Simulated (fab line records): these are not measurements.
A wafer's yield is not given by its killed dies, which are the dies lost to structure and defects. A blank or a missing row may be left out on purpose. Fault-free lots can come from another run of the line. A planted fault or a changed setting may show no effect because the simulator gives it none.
fab line records | flow n5Finfet
[record] lots = 5 wafers = 13 lastDay = 18
route steps=1938 shown BEOL_M9@1462 BEOL_M10@1470
lots that met no fault: taken from a fault-free run of the same line
startH: start of the lot's first displayed wafer, in hours after the record's first day | waitH: how many hours have passed since the lot's step before this one | " unchanged from the row above | L1.1+2: a single row standing in for several wafers | - no value, or no start was given | * or withheld: withheld | < > ~ a bound
route shown NAME@n: names a module that has steps shown in the file, with the first one's number in the route | usual: average and standard deviation across the fault-free wafers | same: alike in all rows | chamber/n: place in a boat | sites: readings site by site | _std_site: the standard deviation of these | _edge_site: inner sites' mean taken away from outer sites' mean | radiusMm: for every site, how far away it sits from the centre of the wafer | mask NAME#n: copy n | behind: the tool/chamber that last shaped the wafer | hold: cause of the lot's hold/its duration in hours/its outcome | device: which transistor (n, p or np) failed to switch | end of line: at the end of the route, the tests of the same wafers | for a step that has no rows: nothing shown but its recipe | killed: dies that structure and defects cost at the first sort, which is not the same as the wafer's yield | map: shows each die of a wafer: x if killed, . if not, _ if none is there
set.NAME: the setting that was run; set.NAME@STEP: the one run at that earlier step | model.NAME: the simulator's own value behind a step, which no gauge read
certain route steps with their lots: each step a table, each wafer a row
services: when a tool's chamber went out of use (startH, in hours from the record's first day, below 0 if earlier), for how many hours, and the reason
[[steps]]
[step N5_BEOL_M9_ECD_50]
[recipe] material = Cu targetThkA = 3180
[step N5_BEOL_M9_ANNEAL_51]
[recipe] tempC = 225 timeS = 90 ambient = N2
[step N5_BEOL_M9_CMP_52]
[recipe] stopOn = SiCOH_lowk tOverpolishS = 7 downForcePsi = 1 platenRpm = 50 clearingPlatenDownForcePsi = 1.5 clearingPlatenRpm = 50 postCmpClean = cuAlkaline targetThkNm = 140 clearingPlatenPadVelocityMS = 0.99484 padVelocityMS = 0.99484
[step N5_BEOL_M9_PRE_CLEAN_55]
[recipe] gas = NH3 timeS = 15 tempC = withheld rfPowerW = 300
[step N5_BEOL_M9_DEP_56]
[recipe] material = SiCN targetThkA = 150 tempC = withheld precursor = 3MS/NH3 pressureTorr = 3 rfW = 202 timeS = 26.5
[step N5_BEOL_M10_ILD_DEP_00]
[recipe] material = SiCOH_lowk targetThkA = 3085.1 tempC = 300 precursor = DEMS/porogen pressureTorr = 5 rfW = 500 timeS = 58
[step N5_BEOL_M10_CURE_71]
[recipe] tempC = 385 timeS = 240 ambient = He/Ar material = SiCOH_lowk
[step N5_BEOL_M10_PECVD_70]
[recipe] material = SiO2 targetThkA = 200 tempC = 400 precursor = TEOS/O2 pressureTorr = 5.5 rfW = 450 teosFlowSccm = 53.8 gas = O2 flowSccm = 3000 timeS = 22.7
[step N5_BEOL_M10_HM_DEP_02]
[recipe] material = TiN targetThkA = 200 tempC = 25 chamberPressurePa = 0.49996
[usual] throttleValvePct = 30.4/0.99
// columns lot.wafer tool chamber startH waitH throttleValvePct model.TiN_of_BEOL_M10_HM_DEP_02.thkNm
L979.1 pvdSputter-01 - 251.56 4.1 31.7 19.8
L979.3 " - " " 29.9 19.8
L979.4 " - " " 28.6 19.6
L992.3 pvdSputter-01 - 330.54 0.9 28.5 9.4
L992.6 " - " " 31.3 19.8
L995.1 pvdSputter-01 - 337.71 1.4 29.9 9.8
L995.2 " - " " 28.6 20.2
L995.5 " - " " 30.0 20.2
L997.2 pvdSputter-01 - 351.96 1.1 31.0 19.8
L997.3 " - " " 31.7 9.6
L998.3 pvdSputter-02 - 375.07 1.6 32.2 20.4
L998.5 " - " " 29.9 20
L998.6 " - " " 29.9 20.2
[step N5_BEOL_M10_COAT_59]
[recipe] resist = SOC tempC = 250 timeS = 60 spinRpm = 1500 resistThkNm = 100
[step N5_BEOL_M10_COAT_60]
[recipe] resist = SiARC tempC = 220 timeS = 60 spinRpm = 1500 resistThkNm = 30
[step N5_BEOL_M10_COAT_05]
[recipe] resist = CAR-ArF spinRpm = 1500 resistThkNm = 90
[step N5_BEOL_M10_EBR_07]
[recipe] solvent = PGMEA ebrWidthMm = 1.5
[step N5_BEOL_M10_SOFTBAKE_06]
[recipe] tempC = 110 timeS = 60 resist = CAR-ArF
[step N5_BEOL_M10_EXPOSE_08]
[recipe] maskId = M10 na = 1.35 sourceShape = dipole sigmaInner = 0.411 sigmaOuter = 0.611 polarization = te doseMj = 53.75
[step N5_BEOL_M10_PEB_09]
[recipe] pebTempC = withheld pebTimeS = 60 resist = CAR-ArF
[step N5_BEOL_M10_DEVELOP_10]
[recipe] developTimeS = 30 developer = TMAH resist = CAR-ArF rinseLiquid = diw dry = airSpin devTempC = 23
[step N5_BEOL_M10_DESCUM_16]
[recipe] chemistry = O2 timeS = 7.9 sourcePowerW = 50 biasPowerW = 20 pressureMtorr = 20 rfFrequencyHz = 2.712e+07 tempC = 40 resist = CAR-ArF o2FlowSccm = 225
[step N5_BEOL_M10_ETCH_61]
[recipe] chemistry = CF4 target = SiARC targetDepthA = 390 maskMaterial = CAR-ArF timeS = 65 ionEnergyEv = 80 pressureMtorr = 40 sourceW = 545 biasW = 36 Ar_flow_sccm = 100 cf4FlowSccm = 100 ends = cleared
[step N5_BEOL_M10_ETCH_62]
[recipe] chemistry = N2/H2 target = SOC targetDepthA = 1100 overetchA = 220 maskMaterial = SiARC tempC = 40 timeS = 165 ionEnergyEv = 200 pressureMtorr = 30 sourceW = 840 biasW = 150 n2FlowSccm = 200 h2FlowSccm = 200
[step N5_BEOL_M10_STRIP_68]
[recipe] chemistry = N2/H2 tempC = 40 n2FlowSccm = 200 h2FlowSccm = 200 rfFrequencyHz = 6e+07
[step N5_BEOL_M10_STRIP_67]
[recipe] chemistry = CF4 resist = SiARC powerW = 300 biasPowerW = 75 pressureMtorr = 50 cf4FlowSccm = 150 rfFrequencyHz = 6e+07
[step N5_BEOL_M10_HM_OPEN_17]
[recipe] chemistry = Cl2/BCl3 targetDepthA = 200 overetchA = 60 target = TiN maskMaterial = SOC ionEnergyEv = 150 pressureMtorr = 10 icpW = 1000 biasW = 126 Cl2_flow_sccm = 53.25 bcl3FlowSccm = 21.75 Ar_flow_sccm = 25
[usual] drypumpMotorCurrentA = 5.8/0.4 oes_ar_750_au = 0.76/0.12 oesProductAu = 0.65/0.1 throttleValvePct = 22.37/0.21
// columns lot.wafer tool chamber startH waitH drypumpMotorCurrentA oes_ar_750_au oesProductAu rfHoursCounterH throttleValvePct model.etch.depthNm
L979.1 rieMetal-02 1 252.41 0.0 5.6 0.62 0.53 125 22.69 19.7
L979.3 " 1 " " 5.6 0.62 0.53 - 22.67 19.74
L979.4 " 0 " " 5.9 0.63 0.53 - 22.39 19.58
L992.3 rieMetal-01 1 331.43 0.1 6.4 0.64 0.38 - 23.07 9.365
L992.6 " 1 " " 6.4 0.65 0.54 - 22.73 19.72
L995.1 rieMetal-03 0 338.63 0.0 6.2 0.78 0.48 42 22.80 9.718
L995.2 " 1 " " 5.1 0.75 0.64 63 22.08 20.14
L995.5 " 0 " " 6.2 0.78 0.68 - 22.48 20.11
L997.2 rieMetal-03 0 352.70 0.0 6.2 0.78 0.67 43 22.49 19.87
L997.3 " 0 " " 6.2 0.78 0.48 - 22.82 9.606
L998.3 rieMetal-02 0 375.96 0.1 5.9 0.91 0.80 - 21.77 20.48
L998.5 " 0 " " 5.9 0.91 0.78 - 21.78 19.95
L998.6 " 1 " " 5.6 0.87 0.75 - 22.29 20.15
[step N5_BEOL_M10_STRIP_19]
[recipe] chemistry = O2 powerW = 400 tempC = 40 pressureMtorr = 30 rfFrequencyHz = 6e+07 biasPowerW = 0 overashFraction = 0.2 o2FlowSccm = 225
[step N5_BEOL_M10_COAT_63]
[recipe] resist = SOC tempC = 250 timeS = 60 spinRpm = 1500 resistThkNm = 100
[step N5_BEOL_M10_COAT_64]
[recipe] resist = SiARC tempC = 220 timeS = 60 spinRpm = 1500 resistThkNm = 30
[step N5_BEOL_M10_COAT_22]
[recipe] resist = CAR-ArF spinRpm = 1500 resistThkNm = 90
[step N5_BEOL_M10_EBR_24]
[recipe] solvent = PGMEA ebrWidthMm = 1.5
[step N5_BEOL_M10_SOFTBAKE_23]
[recipe] tempC = 110 timeS = 60 resist = CAR-ArF
[step N5_BEOL_M10_EXPOSE_25]
[recipe] maskId = V9 na = 1.35 sourceShape = annular sigmaInner = 0.5 sigmaOuter = 0.8 polarization = unpolarized doseMj = 85.5
[step N5_BEOL_M10_PEB_26]
[recipe] pebTempC = withheld pebTimeS = 60 resist = CAR-ArF
[step N5_BEOL_M10_DEVELOP_27]
[recipe] developTimeS = 30 developer = TMAH resist = CAR-ArF rinseLiquid = diw dry = airSpin devTempC = 23
[step N5_BEOL_M10_TRENCH_ETCH_37]
[recipe] chemistry = C4F6/O2 targetDepthA = 1488.3 target = SiCOH_lowk timeS = 48 ionEnergyEv = 250 pressureMtorr = 30 sourceW = 345 biasW = 185 Ar_flow_sccm = 300 C4F6_flow_sccm = 10 O2_flow_sccm = 10
[usual] drypumpMotorCurrentA = 5.6/0.51 oes_ar_750_au = 0.82/0.07 oes_o_777_au = 0.83/0.072 oesProductAu = 0.83/0.075 rfVppV = 673/12 showerheadPlenumPTorr = 2.83/0.1 throttleValvePct = 20.82/0.28
[same] timeS = 48
// columns lot.wafer tool chamber startH waitH drypumpMotorCurrentA oes_ar_750_au oes_o_777_au oesProductAu rfHoursCounterH rfVppV showerheadPlenumPTorr throttleValvePct model.TiN_of_BEOL_M10_HM_DEP_02.thkNm
L979.1 rieDiel-04 2 - - 5.1 0.87 0.89 0.87 40 665 2.78 20.75 15.6
L979.3 " 3 " " 6.2 0.86 0.88 0.87 30 666 2.77 20.56 15.6
L979.4 " 2 " " 5.1 0.87 0.90 0.87 - 666 2.78 20.71 15.4
L992.3 rieDiel-02 3 - - 5.3 0.82 0.81 0.84 83 680 3.00 20.84 5.2
L992.6 " 2 " " 5.1 0.78 0.78 0.79 - 656 2.74 20.83 15.6
L995.1 rieDiel-04 3 - - 6.2 0.81 0.82 0.82 65 666 2.76 20.60 5.6
L995.2 " 1 " " 6.0 0.94 0.93 0.95 5 682 2.92 20.96 15.8
L995.5 " 0 " " 5.0 0.86 0.83 0.86 - 675 2.76 20.79 15.8
L997.2 rieDiel-02 1 - - 6.4 0.83 0.84 0.85 64 665 2.76 20.35 15.8
L997.3 " 0 " " 5.1 0.91 0.89 0.90 19 674 3.03 21.08 5.4
L998.3 rieDiel-03 2 - - 5.9 0.86 0.85 0.88 40 696 2.77 20.63 16.2
L998.5 " 0 " " 6.1 0.79 0.81 0.81 - 684 2.75 21.24 15.6
L998.6 " 3 " " 5.2 0.70 0.69 0.68 - 657 2.93 21.08 16.2
[[services]]
// columns tool chamber startH hours kind
rieDiel-04 0 244.97 22.3 repair
rieMetal-02 1 253.66 - clean
rieMetal-02 1 253.66 11.0 scheduledDown
rieMetal-02 1 253.66 11.0 ventCycle
pvdSputter-01 - 260.51 3.0 repair
rieDiel-02 0 267.08 - clean
rieDiel-02 0 267.08 - consumableReplace:focusRing
rieDiel-02 0 267.08 - consumableReplace:showerhead
rieDiel-02 0 267.08 22.5 scheduledDown
rieDiel-02 3 277.74 6.1 repair
rieMetal-02 0 295.13 - clean
rieMetal-02 0 295.13 32.6 scheduledDown
rieMetal-02 0 295.13 32.6 ventCycle
rieDiel-04 1 305.74 - clean
rieDiel-04 1 305.74 - consumableReplace:focusRing
rieDiel-04 1 305.74 17.1 scheduledDown
rieDiel-04 1 305.74 17.1 ventCycle
rieDiel-02 - 307.01 4.3 pm
rieDiel-02 0 321.23 8.0 repair
rieDiel-03 3 348.19 4.0 repair
rieMetal-01 - 355.07 0.8 repair
rieMetal-03 - 359.48 2.8 pm
rieDiel-03 1 368.65 27.6 repair
rieDiel-02 3 373.97 29.1 repair
[[key]]
firstSign none at tools or gauges
[modelEffect] step = N5_BEOL_M10_HM_DEP_02 value = TiN_of_BEOL_M10_HM_DEP_02.thkNm without = 20 struck = 9.6
[modelEffect] step = N5_BEOL_M10_HM_OPEN_17 value = etch.depthNm without = 20.03 struck = 9.563
[modelEffect] step = N5_BEOL_M10_TRENCH_ETCH_37 value = TiN_of_BEOL_M10_HM_DEP_02.thkNm without = 15.87 struck = 5.4
metAt N5_BEOL_M10_HM_DEP_02
struckWafers L992.3,L995.1,L997.3
onsetBetween 251.56 330.54
[fault] kind = processParameterDrift tool = pvdSputter-01 chamber = - onsetH = 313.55 steps = N5_BEOL_M10_HM_DEP_02 channel = targetThkA offset = * shape = step endH = 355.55 scope = struckWafersOnly actsIn = * stated = *
